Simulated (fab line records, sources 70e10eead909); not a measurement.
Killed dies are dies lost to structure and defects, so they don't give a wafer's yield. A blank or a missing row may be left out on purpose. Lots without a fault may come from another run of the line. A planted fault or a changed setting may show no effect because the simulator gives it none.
fab line records | flow nand_harc
record lots=6 wafers=18 last_day=29
route steps=1159 shown A_BLC@990 A_M0@994 END@1159
lots that met no fault: from a run of the same line without faults
start_h: hours from the record's first day to the start of the lot's first wafer shown | wait_h: hours since the lot's step before | " the same as in the row above | L1.1+2: a row that stands for several wafers | - no value, or no start given | * or withheld: withheld | < > ~ a bound
route shown NAME@n: a module of which the file shows steps, and the number in the route of the first | usual: mean/standard deviation of fault-free wafers | same: alike in all rows | chamber/n: place in a boat | sites: the reading at each site | _std_site: their standard deviation | _edge_site: outer sites' mean less inner sites' | radius_mm: how far each site lies from the wafer's centre | mask NAME#n: copy n | behind: the tool/chamber that last shaped the wafer | hold: why the lot was held/for how many hours/how that ended | device: the transistor (n, p or np) that didn't switch | end of line: the same wafers' tests at the end of the route | a step without rows: its recipe alone | killed: dies lost to structure and defects at the first sort, not the wafer's yield | map: a wafer's dies, x killed, . not, _ none there
set.NAME: the setting as run; set.NAME@STEP: as run at that earlier step | model.NAME: the simulator's own value behind a step, which no gauge read
lots at some steps of the route; a table a step, a row a wafer
services: from which hour (start_h, from the record's first day; less than 0 if before it) a tool's chamber was out of use, for how many hours, and why
## steps
# step NHARC_A_BLC_CMP_25
# recipe t_overpolish_s=30 target_thk_nm=150
# usual edge_zone_pressure_frac=1.000/0.0047 motor_current_A=12.1/1.6 overpolish_run_s=30.000/0.0089 time_to_endpoint_s=30.4/2.7
# columns lot.wafer tool chamber start_h wait_h edge_zone_pressure_frac motor_current_A overpolish_run_s time_to_endpoint_s
L517.3 cmp-02 0 543.60 0.3 1.001 13.8 29.990 21.5
L517.1 " 2 " " 1.003 12.9 30.019 29.3
L517.2 " 3 " " 1.001 10.9 30.004 25.5
L516.2 cmp-02 3 547.65 0.4 0.998 10.5 29.992 31.8
L516.1 " 0 " " 0.996 14.1 29.988 26.0
L516.3 " 1 " " 0.995 11.5 29.985 30.3
L530.3 cmp-03 1 579.85 0.3 0.993 10.2 30.001 25.9
L530.4 " 2 " " 1.001 11.3 29.994 28.6
L530.5 " 1 " " 0.996 10.5 29.990 26.4
L528.3 cmp-01 1 579.98 0.3 1.000 13.1 30.007 34.9
L528.2 " 3 " " 1.003 14.0 30.006 35.2
L528.1 " 0 " " 1.001 12.3 30.006 36.5
L529.4 cmp-03 1 580.27 0.2 0.991 10.8 29.998 29.2
L529.3 " 0 " " 0.998 9.9 30.003 34.8
L529.5 " 2 " " 0.997 11.0 29.995 31.2
L523.2 cmp-01 3 600.51 0.4 0.994 14.1 29.994 33.1
L523.4 " 1 " " 0.997 13.2 29.983 30.5
L523.6 " 3 " " 0.991 13.4 30.007 32.8
# step NHARC_A_BLC_SRD_27
# step NHARC_A_BLC_INSPECT_28
# usual raw_defect_count=426/120
# columns lot.wafer tool chamber start_h wait_h raw_defect_count
L517.1 defect_inspect-02 - 544.00 0.1 374
L517.2 " - " " 536
L517.3 " - " " 602
L516.1 defect_inspect-02 - 548.03 0.1 448
L516.2 " - " " 338
L516.3 " - " " 363
L530.3 defect_inspect-02 - 580.24 0.1 378
L530.4 " - " " 350
L530.5 " - " " 362
L528.1 defect_inspect-01 - 580.38 0.1 445
L528.2 " - " " 578
L528.3 " - " " 747
L529.3 defect_inspect-01 - 580.67 0.1 609
L529.4 " - " " 376
L529.5 " - " " 484
L523.2 defect_inspect-02 - 600.89 0.1 550
L523.4 " - " " 436
L523.6 " - " " 443
# step NHARC_A_M0_DEP_00
# recipe target_thk_a=1500 target_thk_nm=150 temp_c=withheld pressure_torr=5 flow_sccm=200 rf_w=600 material=SiOC
# step NHARC_A_M0_DEHYDRATE_01
# recipe temp_c=150 time_s=120
# step NHARC_A_M0_HMDS_02
# recipe time_s=30
# step NHARC_A_M0_COAT_33
# recipe temp_c=200 time_s=65
# step NHARC_A_M0_COAT_03
# recipe spin_rpm=1500 resist_thk_nm=90
# step NHARC_A_M0_SOFTBAKE_04
# recipe temp_c=105 time_s=55
# step NHARC_A_M0_EBR_05
# step NHARC_A_M0_EXPOSE_06
# recipe na=1.35 target_cd_nm=80 dose_mj=83.25 mask_id=A_M0
# step NHARC_A_M0_PEB_07
# recipe peb_temp_c=100 peb_time_s=65
# usual heater_power_total_W=156.7/0.41
# columns lot.wafer tool chamber start_h wait_h heater_power_total_W
L517.1 litho_track-04 0 544.82 0.1 156.0
L517.2 " 0 " " 157.1
L517.3 " 0 " " 156.8
L516.1 litho_track-04 0 548.85 0.1 157.0
L516.2 " 0 " " 156.7
L516.3 " 0 " " 156.4
L530.3 litho_track-01 0 580.96 0.0 156.2
L530.4 " 0 " " 157.1
L530.5 " 0 " " 157.1
L528.1 litho_track-04 0 581.27 0.1 162.3
L528.2 " 0 " " 162.9
L528.3 " 0 " " 163.0
L529.3 litho_track-01 0 581.49 0.0 157.2
L529.4 " 0 " " 157.1
L529.5 " 0 " " 157.1
L523.2 litho_track-04 0 601.71 0.1 162.1
L523.4 " 0 " " 163.0
L523.6 " 0 " " 162.6
# step NHARC_A_M0_DEVELOP_08
# recipe develop_time_s=35 dev_temp_c=23
# step NHARC_A_M0_CD_MEAS_09
# recipe target_cd_nm=80 landing_energy_ev=500
# usual cd_nm=79.7/0.72
# columns lot.wafer tool chamber start_h wait_h hold cd_nm
L517.1 cd_sem-03 0 544.90 - - 79.3
L517.2 " 0 " " - 78.3
L517.3 " 0 " " - 79.1
L516.1 cd_sem-02 0 548.93 - - 79.7
L516.2 " 0 " " - 79.0
L516.3 " 0 " " - 79.0
L530.3 cd_sem-01 0 581.04 - - 80.8
L530.4 " 0 " " - 80.0
L530.5 " 0 " " - 80.2
L528.1 cd_sem-03 0 581.35 - await_dispo/0.2h/release 77.1
L528.2 " 0 " " await_dispo/0.2h/release 76.8
L528.3 " 0 " " await_dispo/0.2h/release 76.8
L528.1 cd_sem-03 0 - - - 77.2
L528.2 " 0 " " - 76.7
L528.3 " 0 " " - 77.9
L529.3 cd_sem-01 0 581.57 - - 79.8
L529.4 " 0 " " - 80.6
L529.5 " 0 " " - 80.0
L523.2 cd_sem-01 0 601.79 - await_dispo/0.2h/release 75.6
L523.4 " 0 " " await_dispo/0.2h/release 75.8
L523.6 " 0 " " await_dispo/0.2h/release 76.0
L523.2 cd_sem-01 0 - - - 75.6
L523.4 " 0 " " - 75.8
L523.6 " 0 " " - 75.5
# step NHARC_A_M0_OVL_MEAS_10
# recipe pitch_nm=160
# usual overlay_x_nm=-0.1/0.7 overlay_y_nm=0.2/0.68
# columns lot.wafer tool chamber start_h wait_h hold overlay_x_nm overlay_y_nm
L517.1 overlay-02 - 545.00 - - 0.7 -0.1
L517.2 " - " " - 0.8 -0.2
L517.3 " - " " - 0.6 0.0
L516.1 overlay-01 - 549.03 - - 0.3 1.0
L516.2 " - " " - 0.5 1.4
L516.3 " - " " - -0.1 1.0
L530.3 overlay-01 - 581.12 - - -1.1 0.1
L530.4 " - " " - -1.5 0.2
L530.5 " - " " - -1.0 0.1
L529.3 overlay-02 - 581.66 - - -0.1 0.7
L529.4 " - " " - -0.3 0.6
L529.5 " - " " - -0.2 0.3
L528.1 overlay-02 - 586.97 - await_dispo/5.3h/release 0.4 0.3
L528.2 " - " " await_dispo/5.3h/release 0.4 0.2
L528.3 " - " " await_dispo/5.3h/release 0.2 0.4
L523.2 overlay-01 - 618.63 - await_dispo/16.6h/release 0.0 0.5
L523.4 " - " " await_dispo/16.6h/release -1.0 0.3
L523.6 " - " " await_dispo/16.6h/release -0.4 0.2
# step NHARC_A_M0_INSPECT_11
# usual raw_defect_count=31/14
# columns lot.wafer tool chamber start_h wait_h raw_defect_count
L517.1 defect_inspect-01 - 545.04 0.0 24
L517.2 " - " " 24
L517.3 " - " " 24
L516.1 defect_inspect-01 - 549.07 0.0 14
L516.2 " - " " 18
L516.3 " - " " 15
L530.3 defect_inspect-02 - 581.16 0.0 40
L530.4 " - " " 42
L530.5 " - " " 38
L529.3 defect_inspect-02 - 581.69 0.0 12
L529.4 " - " " 13
L529.5 " - " " 15
L528.1 defect_inspect-02 - 587.01 0.0 41
L528.2 " - " " 30
L528.3 " - " " 25
L523.2 defect_inspect-01 - 618.66 0.0 48
L523.4 " - " " 47
L523.6 " - " " 53
# step NHARC_A_M0_DESCUM_14
# recipe time_s=3 o2_flow_sccm=200 ar_flow_sccm=0 bias_power_w=0 chemistry=O2
# usual drypump_motor_current_A=5.6/0.56 oes_product_au=0.999/0.011 rf_vpp_V=57.9/0.85 showerhead_plenum_p_Torr=1.92/0.074 throttle_valve_pct=11.310/0.0094
# same time_s=3
# columns lot.wafer tool chamber start_h wait_h drypump_motor_current_A oes_product_au rf_hours_counter_h rf_vpp_V showerhead_plenum_p_Torr throttle_valve_pct model.A_M0.cd_nm
L517.3 rie_diel-09 2 545.11 0.1 5.3 0.993 9 57.7 1.94 11.310 78.86
L517.1 " 3 " " 5.0 1.009 8 57.8 1.87 11.311 79.23
L517.2 " 0 " " 6.2 1.011 7 57.1 1.86 11.316 77.98
L516.2 rie_diel-03 0 549.13 0.1 4.7 0.995 9 59.0 2.03 11.321 79.04
L516.3 " 2 " " 6.8 0.995 10 57.3 2.02 11.312 78.93
L516.1 " 3 " " 5.0 1.005 9 56.7 1.81 11.311 79.59
L530.3 rie_diel-09 1 581.24 0.1 6.3 0.990 11 58.5 2.02 11.284 80.87
L530.5 " 2 " " 5.3 0.975 - 59.3 1.94 11.307 79.42
L530.4 " 1 " " 6.3 0.985 - 59.0 2.02 11.299 79.84
L529.4 rie_diel-08 0 581.76 0.1 5.5 0.985 9 57.9 1.94 11.316 80.82
L529.3 " 1 " " 5.3 0.990 8 58.2 2.02 11.312 78.97
L529.5 " 3 " " 5.9 0.994 - 57.6 1.87 11.304 80.14
L528.1 rie_diel-03 1 587.07 0.1 6.1 1.001 1 57.8 1.83 11.303 77.51
L528.3 " 3 " " 5.1 0.999 1 57.0 1.81 11.307 77.36
L528.2 " 0 " " 4.7 1.011 1 60.5 2.03 11.310 77.04
L523.4 rie_diel-09 2 636.83 18.2 5.3 0.982 12 58.3 1.94 11.306 75.49
L523.2 " 0 " " 6.2 1.007 8 58.5 1.86 11.310 75.12
L523.6 " 2 " " 5.3 0.984 - 57.4 1.94 11.312 75.43
# step NHARC_A_M0_ETCH_34
# recipe target_depth_a=400 overetch_a=120 time_s=43.94 ion_energy_ev=200 n2_flow_sccm=150 h2_flow_sccm=150 ar_flow_sccm=0 rf_w=400 bias_w=150 chemistry=N2/H2
# usual drypump_motor_current_A=5.6/0.57 oes_product_au=1.000/0.0097 rf_vpp_V=430.6/2.4 showerhead_plenum_p_Torr=2.04/0.083 throttle_valve_pct=14.172/0.0085
# same time_s=43.94
# columns lot.wafer tool chamber start_h wait_h drypump_motor_current_A oes_product_au rf_hours_counter_h rf_vpp_V showerhead_plenum_p_Torr throttle_valve_pct
L517.2 rie_diel-09 3 545.18 0.1 5.0 1.003 8 429.8 1.99 14.171
L517.3 " 0 " " 6.2 1.006 7 429.2 1.98 14.171
L517.1 " 2 " " 5.3 0.981 9 432.5 2.07 14.171
L516.1 rie_diel-03 0 549.22 0.1 4.7 0.998 9 434.5 2.17 14.168
L516.3 " 2 " " 6.8 0.992 10 432.8 2.16 14.183
L516.2 " 3 " " 5.0 1.012 9 427.1 1.93 14.174
L530.3 rie_diel-09 3 581.35 0.1 5.1 1.011 11 428.8 1.99 14.177
L530.4 " 2 " " 5.3 0.995 - 430.3 2.07 14.173
L530.5 " 1 " " 6.3 0.995 - 434.5 2.16 14.180
L529.3 rie_diel-08 3 581.85 0.1 5.9 1.014 9 429.6 1.99 14.179
L529.4 " 0 " " 5.5 1.003 9 431.3 2.07 14.188
L529.5 " 2 " " 5.9 0.995 - 428.3 1.97 14.191
L528.1 rie_diel-03 1 587.17 0.1 6.1 0.993 1 428.6 1.95 14.181
L528.3 " 3 " " 5.1 1.001 1 428.1 1.93 14.164
L528.2 " 0 " " 4.7 1.005 1 435.0 2.16 14.180
L523.2 rie_diel-09 0 636.91 0.1 6.2 1.014 8 427.9 1.98 14.166
L523.4 " 3 " " 5.1 1.014 12 428.7 1.99 14.192
L523.6 " 0 " " 6.2 1.008 - 428.7 1.98 14.175
# step NHARC_A_M0_ETCH_15
# recipe target_depth_a=1500 overetch_a=150 time_s=82.5 c4f8_flow_sccm=withheld ar_flow_sccm=400 rf_w=600 bias_w=300 chemistry=C4F8/Ar
# usual oes_product_au=0.957/0.018 rf_vpp_V=441.1/2.4
# same time_s=82.5
# columns lot.wafer tool chamber start_h wait_h oes_product_au rf_hours_counter_h rf_vpp_V model.A_M0.cd_nm
L517.1 rie_diel-09 1 - - 0.948 9 444.5 78.74
L517.2 " 2 " " 0.948 9 441.8 77.47
L517.3 " 0 " " 0.985 7 439.1 78.42
L516.1 rie_diel-03 1 - - 0.940 10 438.8 79.73
L516.2 " 2 " " 0.947 10 444.4 78.93
L516.3 " 0 " " 0.929 9 444.3 78.47
L530.3 rie_diel-09 1 - - 0.919 11 444.2 80.4
L530.4 " 3 " " 0.947 - 441.0 79.71
L530.5 " 2 " " 0.922 - 443.6 79.69
L529.3 rie_diel-08 0 - - 0.952 9 441.4 79.25
L529.4 " 2 " " 0.966 8 438.1 80.66
L529.5 " 0 " " 0.962 - 442.2 80.36
L528.2 rie_diel-03 0 - - 0.962 1 442.4 77.62
L528.1 " 1 " " 0.951 1 438.5 77.64
L528.3 " 3 " " 0.957 1 438.0 77.63
L523.2 rie_diel-09 3 - - 0.980 12 438.5 75.34
L523.4 " 1 " " 0.959 12 443.7 75.02
L523.6 " 0 " " 0.971 - 437.9 75.47
# step NHARC_A_M0_CD_MEAS_16
# usual cd_nm=79.7/1
# columns lot.wafer tool chamber start_h wait_h hold cd_nm
L517.1 cd_sem-03 - 545.40 - - 78.6
L517.2 " - " " - 77.3
L517.3 " - " " - 78.2
L516.1 cd_sem-03 - 549.43 - - 79.6
L516.2 " - " " - 78.7
L516.3 " - " " - 78.2
L530.3 cd_sem-01 - 581.59 - - 80.5
L530.4 " - " " - 79.8
L530.5 " - " " - 79.9
L529.3 cd_sem-01 - 582.06 - - 79.4
L529.4 " - " " - 80.6
L529.5 " - " " - 80.8
L528.1 cd_sem-01 - 587.41 - - 78.0
L528.2 " - " " - 77.4
L528.3 " - " " - 77.6
L523.2 cd_sem-03 - 637.13 - await_dispo/0.2h/release 75.1
L523.4 " - " " await_dispo/0.2h/release 74.8
L523.6 " - " " await_dispo/0.2h/release 75.2
L523.2 cd_sem-03 - 637.31 0.2 - 75.7
L523.4 " - " " - 75.2
L523.6 " - " " - 75.7
# step NHARC_END_SORT_01
# recipe temp_c=25
# usual defect_limited_yield=95.1/1.7 killed_at_array=29/11 killed_at_other=0.5/0.85 killed_at_periphery=3.0/2.3 killed_dies=33/12 killed_open=3.3/1.9 killed_short=2.0/1.5 sort_bin_2_pct=1.5/0.66 sort_bin_3_pct=0.25/0.21 sort_bin_4_pct=3.1/1.2 sort_n_pass=644/12 sort_rim_yield_pct=96.7/2 sort_yield_pct=95.1/1.7
# same gross_dies=677 sort_bin_5_pct[%]=0 sort_bin_6_pct[%]=0 sort_bin_7_pct[%]=0 sort_bin_8_pct[%]=0 sort_rim_n_gross=106.00
# columns lot.wafer tool chamber start_h wait_h defect_limited_yield[%] killed_at_array killed_at_other killed_at_periphery killed_dies killed_open killed_short sort_bin_2_pct[%] sort_bin_3_pct[%] sort_bin_4_pct[%] sort_n_pass sort_rim_yield_pct[%] sort_yield_pct[%]
L528.1 prober-01 0 644.77 2.5 93.1 41 0 6 47 5 3 2.4 0.59 4.0 630 97.2 93.1
L528.2 prober-01 0 645.56 2.8 94.5 33 0 4 37 1 3 1.8 0.15 3.5 640 96.2 94.5
L528.3 prober-01 0 646.35 3.1 94.7 27 0 9 36 4 5 1.2 0.15 4.0 641 96.2 94.7
L523.2 prober-02 0 682.15 2.8 93.6 39 0 4 43 3 3 1.3 0.30 4.7 634 97.2 93.6
L523.4 prober-02 0 683.75 3.4 93.9 39 0 2 41 1 1 1.3 0.15 4.6 636 99.1 93.9
L523.6 prober-02 0 685.36 4.0 93.8 41 0 1 42 2 0 2.7 0.44 3.1 635 97.2 93.8
# killed by level:class
L528.1 A_SLIT:chamber_film_flake=16 A_CHANNEL_HOLE_D1:chamber_film_flake=8 A_STAIRCASE:chamber_film_flake=7 P_CONTACT:chamber_film_flake=4 A_M0:geometric_particle:open=2 A_M0:chamber_film_flake=2 P_STI:geometric_particle:open=1 P_M0:geometric_particle:short=1
L528.2 A_SLIT:chamber_film_flake=15 A_CHANNEL_HOLE_D1:chamber_film_flake=5 A_STAIRCASE:chamber_film_flake=5 P_CONTACT:chamber_film_flake=4 A_CHANNEL_FILL_D1:chamber_film_flake=2 A_CONTACT:chamber_film_flake=2 A_ONON_D1:geometric_particle:short=1 A_CONTACT:geometric_particle:open=1
L528.3 A_SLIT:chamber_film_flake=10 A_CHANNEL_HOLE_D1:chamber_film_flake=4 P_STI:chamber_film_flake=3 P_CONTACT:chamber_film_flake=3 A_CONTACT:chamber_film_flake=3 P_GATE:geometric_particle:short=2 A_STAIRCASE:chamber_film_flake=2 P_M0:geometric_particle:open=1
L523.2 A_SLIT:chamber_film_flake=17 A_CHANNEL_HOLE_D1:chamber_film_flake=15 A_CONTACT:chamber_film_flake=3 P_GATE:geometric_particle:open=1 P_CONTACT:geometric_particle:short=1 P_M1:geometric_particle:open=1 A_CHANNEL_FILL_D1:geometric_particle:short=1 A_WL_FILL:geometric_particle:short=1
L523.4 A_SLIT:chamber_film_flake=17 A_CHANNEL_HOLE_D1:chamber_film_flake=17 A_STAIRCASE:chamber_film_flake=4 P_GATE:geometric_particle:short=1 P_GATE:geometric_particle:open=1 A_CONTACT:chamber_film_flake=1
L523.6 A_SLIT:chamber_film_flake=19 A_CHANNEL_HOLE_D1:chamber_film_flake=17 A_STAIRCASE:chamber_film_flake=3 A_ONON_D1:geometric_particle:open=2 P_CONTACT:chamber_film_flake=1
## services
# columns tool chamber start_h hours kind
cmp-02 - 520.52 4.0 pm
rie_diel-09 0 538.10 - clean
rie_diel-09 1 538.10 - clean
rie_diel-09 2 538.10 - clean
rie_diel-09 3 538.10 - clean
cmp-03 - 548.05 4.0 pm
cmp-01 - 554.96 1.1 repair
rie_diel-09 0 562.60 - clean
rie_diel-09 1 562.60 - clean
rie_diel-09 2 562.60 - clean
rie_diel-09 3 562.60 - clean
rie_diel-09 0 568.67 15.3 repair
rie_diel-03 - 569.30 9.0 pm
cmp-01 - 571.50 4.0 pm
cmp-02 - 576.39 1.8 repair
cmp-01 - 583.75 0.5 repair
rie_diel-08 2 584.09 5.0 repair
cmp-01 - 588.07 3.3 repair
rie_diel-03 2 589.53 3.5 repair
rie_diel-03 1 590.05 3.5 repair
litho_track-01 - 618.00 7.0 pm
cmp-02 - 618.52 4.0 pm
cmp-03 - 627.58 0.6 repair
rie_diel-09 - 636.72 0.1 repair
## key
first_sign step=NHARC_A_M0_PEB_07 reading=heater_power_total_W direction=up sigmas=14 usual=* struck=*
effect step=NHARC_A_M0_CD_MEAS_09 reading=visit direction=added
effect step=NHARC_A_M0_CD_MEAS_16 reading=visit direction=added
model_effect step=NHARC_A_M0_DESCUM_14 value=A_M0.cd_nm without=78.76 struck=76.32
model_effect step=NHARC_A_M0_ETCH_15 value=A_M0.cd_nm without=78.89 struck=76.45
met_at NHARC_A_M0_PEB_07
struck_wafers L523.2,L523.4,L523.6,L528.1,L528.2,L528.3
onset_between 548.85 581.27
fault kind=process_parameter_drift tool=litho_track-04 chamber=- onset_h=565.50 steps=NHARC_A_M0_PEB_07 channel=peb_time_s offset=* shape=step end_h=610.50 acts_in=* stated=*
